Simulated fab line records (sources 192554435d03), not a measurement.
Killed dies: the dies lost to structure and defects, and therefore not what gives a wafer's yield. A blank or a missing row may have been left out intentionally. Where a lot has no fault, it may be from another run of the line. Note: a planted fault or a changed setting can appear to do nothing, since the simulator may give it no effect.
fab line records ; flow n5-finfet
record: lots: 4; wafers: 12; last-day: 17
route steps=1938 shown SD_EPI_N@276 SD_EPI_P@295 SD_ACTIVATION@332 MOL_CONTACT_COAG@537 BEOL_M4@1111 PASSIVATION@1936
lots that met no fault: taken from a fault-free run of the same line
start-h: start of the lot's first displayed wafer, in hours after the record's first day ; wait-h: hours elapsed since this lot's preceding step ; " repeats the value in the row above ; L1.1+2: a row that stands for several wafers ; - no value, or no start was given ; * or withheld: withheld ; < > ~ a bound
route shown NAME@n: a module of which the file shows steps, and the number in the route of the first ; usual: mean/standard deviation of fault-free wafers ; same: alike in all rows ; chamber/n: place in a boat ; sites: readings site by site ; _std_site: standard deviation of those values ; _edge_site: mean of outer sites minus mean of inner sites ; radius-mm: for every site, how far away it sits from the centre of the wafer ; mask NAME#n: copy n ; behind: the last tool/chamber to shape the wafer ; hold: cause of the lot's hold/its duration in hours/its outcome ; device: the transistor (n, p or np) that didn't switch ; end of line: the route-end tests of the same wafers ; a step without rows: its recipe alone ; killed: dies lost to structure and defects at the first sort, not the wafer's yield ; map: a wafer's dies, marking killed ones x, the rest . and places with no die _
set.NAME: the run value of the setting; set.NAME@STEP: its run value at that earlier step ; model.NAME: the simulator's own value behind a step, which no gauge read
lots at some steps of the route; a table a step, a row a wafer
services: the hour from which a tool's chamber was out of use, counted from the record's first day as start-h (under 0 if before that day), plus the number of hours and why
== steps ==
step: N5_SD_EPI_N_STRIP_36
recipe: chemistry: N2/H2; temp-c: 40; n2-flow-sccm: 200; h2-flow-sccm: 200; rf-frequency-hz: 6e+07
step: N5_SD_EPI_N_ETCHBACK_44
recipe: chemistry: CH3F/O2; mode: anisotropic-etchback; target: SiNx; target-depth-a: 145; stop-on: SiO2; over-etch-frac: 0.3; ion-energy-ev: 120; pressure-mtorr: 30; source-w: 395; bias-w: 73; Ar_flow_sccm: 150; CH3F_flow_sccm: 30; O2_flow_sccm: 20
step: N5_SD_EPI_N_ETCH_45
recipe: chemistry: CH3F/O2; target: SiOCN; target-depth-a: 60; mask-material: SOC; ion-energy-ev: 60; bias-w: 29; pressure-mtorr: 15; source-w: 410; Ar_flow_sccm: 150; CH3F_flow_sccm: 30; O2_flow_sccm: 20
step: N5_SD_EPI_N_ETCH_16
recipe: chemistry: CHF3/O2; target: SiO2; target-depth-a: 50; mask-material: SOC; pressure-mtorr: 30; source-w: 650; bias-w: 170; Ar_flow_sccm: 200; CHF3_flow_sccm: 50; O2_flow_sccm: 5; ion-energy-ev: 200
step: N5_SD_EPI_N_STRIP_47
recipe: chemistry: CHF3/O2; resist: SiARC; rf-frequency-hz: 6e+07
step: N5_SD_EPI_N_SD_RECESS_17
recipe: chemistry: HBr/Cl2/O2; target-depth-a: 410; mask-material: SOC; time-s: 23.7; bt-time-s: 3; pressure-mtorr: 10; icp-w: 800; bias-w: 112; HBr_flow_sccm: 150; Cl2_flow_sccm: 80; O2_flow_sccm: 12
step: N5_SD_EPI_N_STRIP_38
recipe: chemistry: N2/H2; power-w: 1000; temp-c: 250; h2-frac: 0.65; overash-fraction: 0.3; pressure-mtorr: withheld; n2-flow-sccm: 1750; h2-flow-sccm: 3250
step: N5_SD_EPI_N_WET_ETCH_43
recipe: chemistry: dHF; dilution: withheld; time-s: 14; target: SiO2; target-depth-a: 15; temp-c: 25
step: N5_SD_EPI_N_STRIP_18
recipe: chemistry: SPM; time-s: 750; temp-c: 130; h2so4-h2o2-vol-ratio: 4
step: N5_SD_EPI_N_SRD_20
recipe: dry: ipa-marangoni; do-ppb: 5; time-s: 30; temp-c: 23; rinse-liquid: diw
step: N5_SD_EPI_N_PRECLEAN_48
recipe: chemistry: NF3:NH3; afs-cycles: 2; temp-c: 30; time-s: 20; sublimation-temp-c: 180; sublimation-time-s: 60; pressure-torr: 3; rf-power-w: 30
step: N5_SD_EPI_N_VAPOR_ETCH_50
recipe: chemistry: HCl; target: Si; temp-c: 775; time-s: 54; pressure-torr: 20; mode: isotropic
step: N5_SD_EPI_N_EPI_21
recipe: material: Si:P; dopant: P; temp-c: 680; pressure-torr: 255; time-s: 690
usual: chamber-pressure-Torr: 254.9/0.5; susceptor-temp-C: 680.0/0.35; susceptor_temp_C_max: 681.8/1.1
same: time-s: 690
lot.wafer;tool;chamber;start-h;wait-h;chamber-pressure-Torr;susceptor-temp-C;susceptor_temp_C_max;model.Si-P_of_SD_EPI_N_EPI_21.thk-nm
L377.1;epi-rpcvd-02;0;65.98;0.2;255.5;679.7;680.8;57.8
L377.4;epi-rpcvd-02;0;67.10;1.2;255.9;680.0;681.2;57.4
L377.6;epi-rpcvd-02;0;67.10;1.2;255.4;680.0;681.5;58.4
L380.2;epi-rpcvd-02;0;80.89;0.5;255.4;676.9;678.0;56.4
L380.5;epi-rpcvd-02;0;82.01;1.5;255.3;677.5;679.1;56.2
L380.6;epi-rpcvd-02;0;82.01;1.5;255.0;677.7;678.6;56.4
L383.1;epi-rpcvd-02;0;99.48;0.2;254.6;677.4;678.5;56.4
L383.2;epi-rpcvd-02;0;99.48;0.2;254.8;677.0;678.5;57.4
L383.5;epi-rpcvd-02;0;100.97;1.5;254.5;677.0;678.2;57.4
L396.2;epi-rpcvd-04;0;176.31;0.4;254.8;679.7;680.8;59.4
L396.5;epi-rpcvd-04;0;176.31;0.4;254.5;680.4;681.4;59.6
L396.6;epi-rpcvd-04;0;176.31;0.4;254.7;679.8;680.7;59.2
step: N5_SD_EPI_N_PRECLEAN_24
recipe: chemistry: O3/DIW; time-s: 60; temp-c: 22; o3-ppm: 10
step: N5_SD_EPI_N_SRD_25
recipe: time-s: 30; temp-c: 23; rinse-liquid: diw; dry: ipa-marangoni
step: N5_SD_EPI_N_PRECLEAN_49
recipe: chemistry: NF3:NH3; afs-cycles: 1; temp-c: 30; time-s: 20; sublimation-temp-c: 180; sublimation-time-s: 60; pressure-torr: 3; rf-power-w: 30
step: N5_SD_EPI_N_LINER_46
recipe: material: SiNx; target-thk-a: 30; temp-c: 400; ald-precursor-family: SiH2I2; ald-co-reactant: N2/H2-plasma; pressure-torr: 2
step: N5_SD_EPI_P_COAT_34
recipe: resist: SOC; temp-c: 250; time-s: 60; spin-rpm: 1500; resist-thk-nm: 350
step: N5_SD_EPI_P_COAT_35
recipe: resist: SiARC; temp-c: 220; time-s: 60; spin-rpm: 1500; resist-thk-nm: 35
step: N5_SD_EPI_P_COAT_03
recipe: resist: CAR-ArF-block; spin-rpm: 1500; resist-thk-nm: 150
step: N5_SD_EPI_P_EBR_05
recipe: solvent: PGMEA; ebr-width-mm: 1.5
step: N5_SD_EPI_P_SOFTBAKE_04
recipe: temp-c: 110; time-s: 60; resist: CAR-ArF-block
step: N5_SD_EPI_P_EXPOSE_06
recipe: mask-id: SD_P_BLK; na: 1.35; source-shape: conventional; sigma-outer: 0.8; polarization: unpolarized; target-cd-nm: 240; dose-mj: 39.5
step: N5_SD_EPI_P_PEB_07
recipe: peb-temp-c: 110; peb-time-s: 60; resist: CAR-ArF-block
step: N5_SD_EPI_P_DEVELOP_08
recipe: develop-time-s: 30; developer: TMAH; resist: CAR-ArF-block; dev-temp-c: 23; rinse-liquid: diw; dry: air-spin
step: N5_SD_EPI_P_DESCUM_14
recipe: chemistry: O2; time-s: 7.9; source-power-w: 50; bias-power-w: 20; pressure-mtorr: 20; rf-frequency-hz: 2.712e+07; temp-c: 40; resist: CAR-ArF-block; o2-flow-sccm: 225
step: N5_SD_EPI_P_ETCH_36
recipe: chemistry: CF4; target: SiARC; target-depth-a: 455; mask-material: CAR-ArF-block; time-s: 75.8; ion-energy-ev: 80; pressure-mtorr: 40; source-w: 545; bias-w: 36; Ar_flow_sccm: 100; cf4-flow-sccm: 100; ends: cleared
step: N5_SD_EPI_P_ETCH_37
recipe: chemistry: N2/H2; target: SOC; overetch-a: 1080; mask-material: SiARC; temp-c: 40; ion-energy-ev: 100; source-w: 3000; bias-w: 133; pressure-mtorr: 20; time-s: 486; n2-flow-sccm: 200; h2-flow-sccm: 200; ends: end-point
step: N5_SD_EPI_P_STRIP_38
recipe: chemistry: N2/H2; temp-c: 40; n2-flow-sccm: 200; h2-flow-sccm: 200; rf-frequency-hz: 6e+07
step: N5_SD_EPI_P_ETCHBACK_46
recipe: chemistry: CH3F/O2; mode: anisotropic-etchback; target: SiNx; target-depth-a: 175; stop-on: SiO2; over-etch-frac: 0.3; ion-energy-ev: 120; pressure-mtorr: 30; source-w: 395; bias-w: 73; Ar_flow_sccm: 150; CH3F_flow_sccm: 30; O2_flow_sccm: 20
step: N5_SD_EPI_P_ETCH_47
recipe: chemistry: CH3F/O2; target: SiOCN; target-depth-a: 250; mask-material: SOC; ion-energy-ev: 60; bias-w: 29; pressure-mtorr: 30; source-w: 410; Ar_flow_sccm: 150; CH3F_flow_sccm: 30; O2_flow_sccm: 20
step: N5_SD_EPI_P_ETCH_16
recipe: chemistry: CHF3/O2; target: SiO2; target-depth-a: 50; mask-material: SOC; pressure-mtorr: 30; source-w: 650; bias-w: 170; Ar_flow_sccm: 200; CHF3_flow_sccm: 50; O2_flow_sccm: 5; ion-energy-ev: 200
step: N5_SD_EPI_P_STRIP_50
recipe: chemistry: CHF3/O2; resist: SiARC; rf-frequency-hz: 6e+07
step: N5_SD_EPI_P_SD_RECESS_17
recipe: chemistry: HBr/Cl2/O2; target-depth-a: 391; bt-time-s: 3; pressure-mtorr: 10; icp-w: 800; bias-w: 112; HBr_flow_sccm: 150; Cl2_flow_sccm: 80; O2_flow_sccm: 12
step: N5_SD_EPI_P_WET_ETCH_45
recipe: chemistry: dHF; dilution: withheld; time-s: 10.7; target: SiO2; target-depth-a: 20; temp-c: 25; dry: ipa-marangoni; rinse-time-s: 30; rinse-temp-c: 23
step: N5_SD_EPI_P_STRIP_40
recipe: chemistry: N2/H2; power-w: 1000; temp-c: 250; h2-frac: 0.65; overash-fraction: 0.3; pressure-mtorr: withheld; n2-flow-sccm: 1750; h2-flow-sccm: 3250
step: N5_SD_EPI_P_PRECLEAN_52
recipe: chemistry: O3/DIW; time-s: 60; temp-c: 22; o3-ppm: 10
step: N5_SD_ACTIVATION_RS_MEAS_03
recipe: thk-meas-gauge: four-point-probe
usual: RS_SD_N: 21.96/0.28; RS_SD_P: 56.1/0.95
lot.wafer;tool;chamber;start-h;wait-h;RS_SD_N[ohm/sq];RS_SD_P[ohm/sq]
L377.1;film-metro-02;-;73.46;0.2;22.13;56.3
L377.4;film-metro-02;-;73.46;0.2;22.67;55.5
L377.6;film-metro-02;-;73.46;0.2;21.99;57.0
L380.2;film-metro-01;-;89.02;0.2;22.79;56.6
L380.5;film-metro-01;-;89.02;0.2;22.90;57.3
L380.6;film-metro-01;-;89.02;0.2;22.68;57.0
L383.1;film-metro-01;-;107.02;0.2;22.78;56.5
L383.2;film-metro-01;-;107.02;0.2;22.48;55.9
L383.5;film-metro-01;-;107.02;0.2;22.56;56.1
L396.2;film-metro-01;-;183.64;0.2;21.74;57.4
L396.5;film-metro-01;-;183.64;0.2;21.74;57.6
L396.6;film-metro-01;-;183.64;0.2;21.96;57.9
step: N5_MOL_CONTACT_COAG_ETCH_15
recipe: chemistry: CH3F/O2; target: SiNx; target-depth-a: 70; mask-material: SOC; stop-on: Si:P; over-etch-frac: 0.75; ion-energy-ev: 120; pressure-mtorr: 30; source-w: 395; bias-w: 73; Ar_flow_sccm: 150; CH3F_flow_sccm: 30; O2_flow_sccm: 20
usual: chamber-pressure-mTorr: 30.001/0.028; drypump-motor-current-A: 5.7/0.51; oes_o_777_au: 0.78/0.085; oes-product-au: 0.57/0.057; rf-fwd-power-W: 392.1/1.5; rf-vpp-V: 297/6; showerhead-plenum-p-Torr: 1.96/0.071; throttle-valve-pct: 16.41/0.21
lot.wafer;tool;chamber;start-h;wait-h;chamber-pressure-mTorr;drypump-motor-current-A;oes_o_777_au;oes-product-au;rf-fwd-power-W;rf-hours-counter-h;rf-vpp-V;showerhead-plenum-p-Torr;throttle-valve-pct;model.Si-P_of_SD_EPI_N_EPI_21.thk-nm
L377.1;rie-diel-06;1;103.40;0.0;29.995;5.6;0.76;0.55;390.6;157;293;1.84;16.53;57
L377.4;rie-diel-06;1;103.40;0.0;30.015;5.6;0.75;0.55;392.2;-;293;1.84;16.52;56.6
L377.6;rie-diel-06;0;103.40;0.0;29.944;6.4;0.67;0.51;394.3;-;295;1.98;16.48;57.6
L380.2;rie-diel-06;2;122.25;0.0;30.003;5.6;0.98;0.69;392.0;5;299;2.03;15.96;55.6
L380.5;rie-diel-06;2;122.25;0.0;29.990;5.6;0.97;0.69;391.1;-;298;2.03;15.95;55.4
L380.6;rie-diel-06;0;122.25;0.0;29.999;6.5;0.67;0.50;392.5;-;296;1.98;16.49;55.6
L383.1;rie-diel-05;1;136.36;0.0;29.991;6.1;0.76;0.54;392.9;183;287;1.88;16.56;55.6
L383.2;rie-diel-05;3;136.36;0.0;30.042;5.4;0.79;0.56;392.8;152;303;2.00;16.39;56.6
L383.5;rie-diel-05;1;136.36;0.0;29.969;6.1;0.77;0.54;392.5;-;289;1.89;16.55;56.6
L396.2;rie-diel-06;1;213.31;0.0;30.012;5.6;0.73;0.53;392.6;195;294;1.83;16.61;58.6
L396.5;rie-diel-06;3;213.31;0.0;30.005;5.1;0.88;0.65;391.9;-;299;1.96;16.15;58.8
L396.6;rie-diel-06;2;213.31;0.0;29.989;5.6;0.90;0.64;393.5;-;298;2.02;15.99;58.4
step: N5_BEOL_M4_RC_MEAS_101
usual: DIBL_N: 35.9/1.9; DIBL_P: 35.8/2.4; IOFF_N: 0.15/0.031; IOFF_P: 0.21/0.037; ION_N: 672/13; ION_P: 462/8.3; RS_SD_N: 28.5/0.36; SS_N: 71.5/0.72; SS_P: 73.2/0.67; VT_N: 250/3.4; VT_P: -250/3.4
lot.wafer;tool;chamber;start-h;wait-h;DIBL_N[mV/V];DIBL_P[mV/V];IOFF_N[nA/um];IOFF_P[nA/um];ION_N[uA/um];ION_P[uA/um];RS_SD_N[ohm/sq];SS_N[mV/dec];SS_P[mV/dec];VT_N[mV];VT_P[mV]
L377.1;prober-02;0;184.82;0.0;33.5;34.2;0.13;0.15;664;452;29.1;71.4;72.9;253;-256
L377.4;prober-02;0;184.82;0.0;35.1;36.1;0.14;0.17;671;453;28.9;71.6;73.5;252;-257
L377.6;prober-02;0;184.82;0.0;33.6;33.3;0.11;0.13;644;437;28.7;71.1;72.4;257;-261
L380.2;prober-01;0;203.27;0.2;34.2;35.1;0.14;0.18;659;452;29.5;71.2;73.4;248;-252
L380.5;prober-01;0;203.27;0.2;32.0;31.8;0.11;0.14;658;452;29.6;70.8;72.2;254;-253
L380.6;prober-01;0;203.27;0.2;35.1;36.4;0.17;0.20;679;467;29.8;71.4;73.0;246;-251
L383.1;prober-02;0;205.25;0.0;35.3;35.0;0.14;0.16;666;451;29.5;72.1;72.8;253;-255
L383.2;prober-02;0;205.25;0.0;35.8;36.2;0.15;0.18;661;458;29.0;72.5;74.0;251;-255
L383.5;prober-02;0;205.25;0.0;37.0;37.3;0.16;0.19;685;464;29.2;71.8;73.7;249;-255
L396.2;prober-02;0;310.43;0.2;36.9;39.3;0.16;0.22;676;461;28.2;71.9;73.3;252;-251
L396.5;prober-02;0;310.43;0.2;37.1;39.7;0.17;0.23;689;464;28.3;71.8;73.2;246;-249
L396.6;prober-02;0;310.43;0.2;35.9;38.9;0.14;0.22;675;464;28.2;72.0;73.0;252;-250
step: N5_PASSIVATION_PROBE_49
usual: defect-limited-yield: 91.6/1.2; killed_at_M0_to_M3: 33/9.4; killed_at_M4_up: 13/5.2; killed-at-contacts: 13/5.6; killed-at-front-end: 37/9.5; killed-at-other: 4/3.1; killed-dies: 99/15; killed-open: 65/11; killed-short: 32/7.5; sort_bin_5_function: 4.9/0.77; sort_bin_6_memory: 3.1/0.65; sort_bin_8_speed: 0.01/0.056; sort-n-pass: 1081/15; sort-yield-pct: 91.6/1.2
same: gross-dies: 1180; killed-at-back-side: 0; sort_bin_4_leakage[%]: 0
lot.wafer;tool;chamber;start-h;wait-h;defect-limited-yield[%];killed_at_M0_to_M3;killed_at_M4_up;killed-at-contacts;killed-at-front-end;killed-at-other;killed-dies;killed-open;killed-short;sort_bin_5_function[%];sort_bin_6_memory[%];sort_bin_8_speed[%];sort-n-pass;sort-yield-pct[%]
L377.1;prober-01;-;292.31;0.0;90.4;44;9;19;35;6;113;68;44;5.5;3.6;0;1067;90.4
L377.4;prober-01;-;292.46;0.2;91.2;31;11;21;36;5;104;63;37;4.7;3.6;0;1076;91.2
L377.6;prober-01;-;292.56;0.3;90.2;31;17;20;44;4;116;79;36;5.8;3.8;0.51;1058;89.7
L380.2;prober-01;-;316.21;0.1;91.4;27;12;20;41;2;102;68;28;5.3;2.5;0;1078;91.4
L380.5;prober-01;-;316.36;0.2;92.4;36;7;14;33;0;90;49;41;4.3;3.1;0;1090;92.4
L380.6;prober-01;-;316.41;0.3;93.2;19;13;12;35;1;80;54;25;3.6;2.7;0;1100;93.2
L383.1;prober-01;-;321.80;0.0;90.7;40;20;18;32;0;110;89;21;6.0;3.1;0;1070;90.7
L383.2;prober-01;-;321.85;0.1;92.7;28;19;7;31;1;86;52;33;4.3;2.5;0;1094;92.7
L383.5;prober-01;-;322.00;0.2;89.7;51;28;10;30;2;121;82;37;5.4;4.4;0;1059;89.7
L396.2;prober-02;-;417.52;0.1;91.8;27;10;8;49;3;97;61;30;4.9;2.6;0;1083;91.8
L396.5;prober-02;-;417.67;0.2;94.4;15;5;7;38;1;66;42;24;3.6;1.6;0;1114;94.4
L396.6;prober-02;-;417.72;0.3;91.3;31;8;21;38;5;103;60;42;5.0;3.4;0;1077;91.3
killed by level:class
L377.1 BEOL_M3:geometric-particle:open=15 MOL_CONTACT_COAG:geometric-particle:open=13 BEOL_M1:geometric-particle:short=7 DUMMY_GATE:geometric-particle:open=7 STI_FIN_REVEAL:geometric-particle:open=6 MOL_CONTACT_COAG:geometric-particle:short=6 BEOL_M0_SAQP:geometric-particle:short=6 BEOL_M0_SAQP:geometric-particle:open=6
L377.4 MOL_CONTACT_COAG:geometric-particle:open=17 FIN_SAQP:geometric-particle:short=11 BEOL_M2:geometric-particle:open=8 BEOL_M3:geometric-particle:open=8 FIN_SAQP:geometric-particle:open=5 STI_FIN_REVEAL:geometric-particle:open=5 BEOL_M0_SAQP:geometric-particle:open=5 BEOL_M4:geometric-particle:open=4
L377.6 MOL_CONTACT_COAG:geometric-particle:open=17 FIN_SAQP:geometric-particle:short=11 BEOL_M3:geometric-particle:open=10 BEOL_M4:geometric-particle:open=10 DUMMY_GATE:geometric-particle:open=9 STI_FIN_REVEAL:geometric-particle:open=7 FIN_SAQP:geometric-particle:open=6 SPACER0:geometric-particle:short=5
L380.2 MOL_CONTACT_COAG:geometric-particle:open=18 BEOL_M2:geometric-particle:open=11 FIN_SAQP:geometric-particle:short=9 BEOL_M4:geometric-particle:open=7 FIN_SAQP:geometric-particle:open=6 BEOL_M3:geometric-particle:open=6 HKMG_FIN:area-etch=6 BEOL_M0_SAQP:geometric-particle:open=4
L380.5 MOL_CONTACT_COAG:geometric-particle:open=10 BEOL_M0_SAQP:geometric-particle:short=10 BEOL_M3:geometric-particle:open=8 BEOL_M0_SAQP:geometric-particle:open=7 FIN_SAQP:geometric-particle:short=5 STI_FIN_REVEAL:geometric-particle:open=5 GATE_CUT:geometric-particle:short=5 BEOL_M2:geometric-particle:open=5
L380.6 MOL_CONTACT_COAG:geometric-particle:open=11 FIN_SAQP:geometric-particle:open=7 BEOL_M0_SAQP:geometric-particle:short=6 STARTING-WAFER:geometric-particle:short=6 FIN_SAQP:geometric-particle:short=4 BEOL_M0_SAQP:geometric-particle:open=4 BEOL_M3:geometric-particle:open=4 DUMMY_GATE:geometric-particle:open=3
L383.1 MOL_CONTACT_COAG:geometric-particle:open=16 BEOL_M4:geometric-particle:open=12 BEOL_M3:geometric-particle:open=10 FIN_SAQP:geometric-particle:open=9 STI_FIN_REVEAL:geometric-particle:open=8 BEOL_M1:geometric-particle:open=7 BEOL_M0_SAQP:geometric-particle:short=6 BEOL_M0:geometric-particle:open=6
L383.2 FIN_SAQP:geometric-particle:short=8 BEOL_M3:geometric-particle:open=8 BEOL_M4:geometric-particle:open=7 FIN_SAQP:geometric-particle:open=6 BEOL_M1:geometric-particle:open=5 ILD0:geometric-particle:short=4 ILD0:geometric-particle:open=4 MOL_CONTACT_COAG:geometric-particle:open=4
L383.5 BEOL_M4:geometric-particle:open=14 BEOL_M3:geometric-particle:open=10 MOL_CONTACT_COAG:geometric-particle:open=9 BEOL_M2:geometric-particle:open=9 BEOL_M0_SAQP:geometric-particle:short=8 BEOL_M0_SAQP:geometric-particle:open=8 FIN_SAQP:geometric-particle:short=6 FIN_SAQP:geometric-particle:open=6
L396.2 FIN_SAQP:geometric-particle:open=15 BEOL_M0_SAQP:geometric-particle:short=10 MOL_CONTACT_COAG:geometric-particle:open=8 BEOL_M0_SAQP:geometric-particle:open=8 FIN_SAQP:geometric-particle:short=6 BEOL_M3:geometric-particle:open=5 HKMG_FIN:area-etch=5 STI_FIN_REVEAL:geometric-particle:open=4
L396.5 STI_FIN_REVEAL:geometric-particle:open=16 FIN_SAQP:geometric-particle:short=8 MOL_CONTACT_COAG:geometric-particle:open=7 BEOL_M1:geometric-particle:open=5 BEOL_M1:geometric-particle:short=3 FIN_SAQP:geometric-particle:open=2 STI_FIN_REVEAL:geometric-particle:short=2 ILD0:geometric-particle:open=2
L396.6 MOL_CONTACT_COAG:geometric-particle:open=15 FIN_SAQP:geometric-particle:short=12 BEOL_M0_SAQP:geometric-particle:short=8 STI_FIN_REVEAL:geometric-particle:open=7 BEOL_M3:geometric-particle:open=7 MOL_CONTACT_COAG:geometric-particle:short=6 BEOL_M0_SAQP:geometric-particle:open=5 BEOL_M1:geometric-particle:open=5
== services ==
tool;chamber;start-h;hours;kind
epi-rpcvd-02;-;44.50;1.2;repair
epi-rpcvd-04;-;54.33;27.2;pm
rie-diel-05;3;71.28;7.9;repair
rie-diel-06;0;82.55;4.1;repair
rie-diel-06;2;88.38;-;clean
rie-diel-06;2;88.38;-;consumable-replace:focus-ring
rie-diel-06;2;88.38;20.5;scheduled-down
rie-diel-06;2;88.38;20.5;vent-cycle
rie-diel-05;1;93.73;1.5;repair
rie-diel-06;3;112.52;-;clean
rie-diel-06;3;112.52;-;consumable-replace:focus-ring
rie-diel-06;3;112.52;19.5;scheduled-down
rie-diel-06;3;112.52;19.5;vent-cycle
rie-diel-05;-;130.49;0.3;repair
epi-rpcvd-02;-;164.53;3.5;repair
epi-rpcvd-04;-;182.95;0.6;repair
rie-diel-06;0;204.57;-;clean
rie-diel-06;0;204.57;-;consumable-replace:focus-ring
rie-diel-06;0;204.57;14.5;scheduled-down
rie-diel-06;0;204.57;14.5;vent-cycle
epi-rpcvd-04;-;209.96;0.5;repair
== key ==
first-sign: step: N5_SD_EPI_N_EPI_21; reading: susceptor-temp-C; direction: down; sigmas: 7.8; usual: *; struck: *
effect: step: N5_SD_EPI_N_EPI_21; reading: susceptor_temp_C_max; direction: down; sigmas: 3; usual: *; struck: *
effect: step: N5_SD_ACTIVATION_RS_MEAS_03; reading: RS_SD_N; direction: up; sigmas: 2.7; usual: 21.96; struck: 22.70
effect: step: N5_BEOL_M4_RC_MEAS_101; reading: RS_SD_N; direction: up; sigmas: 2.7; usual: 28.5; struck: 29.4
model-effect: step: N5_SD_EPI_N_EPI_21; value: Si-P_of_SD_EPI_N_EPI_21.thk-nm; without: 59.4; struck: 56.7
model-effect: step: N5_MOL_CONTACT_COAG_ETCH_15; value: Si-P_of_SD_EPI_N_EPI_21.thk-nm; without: 58.68; struck: 55.96
met-at N5_SD_EPI_N_EPI_21
struck-wafers L380.2,L380.5,L380.6,L383.1,L383.2,L383.5
onset-between 65.98 80.89
fault: kind: process-parameter-drift; tool: epi-rpcvd-02; chamber: -; onset-h: 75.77; steps: N5_SD_EPI_N_EPI_21; channel: temp-c; offset: *; shape: step; end-h: 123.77; acts-in: *; stated: *
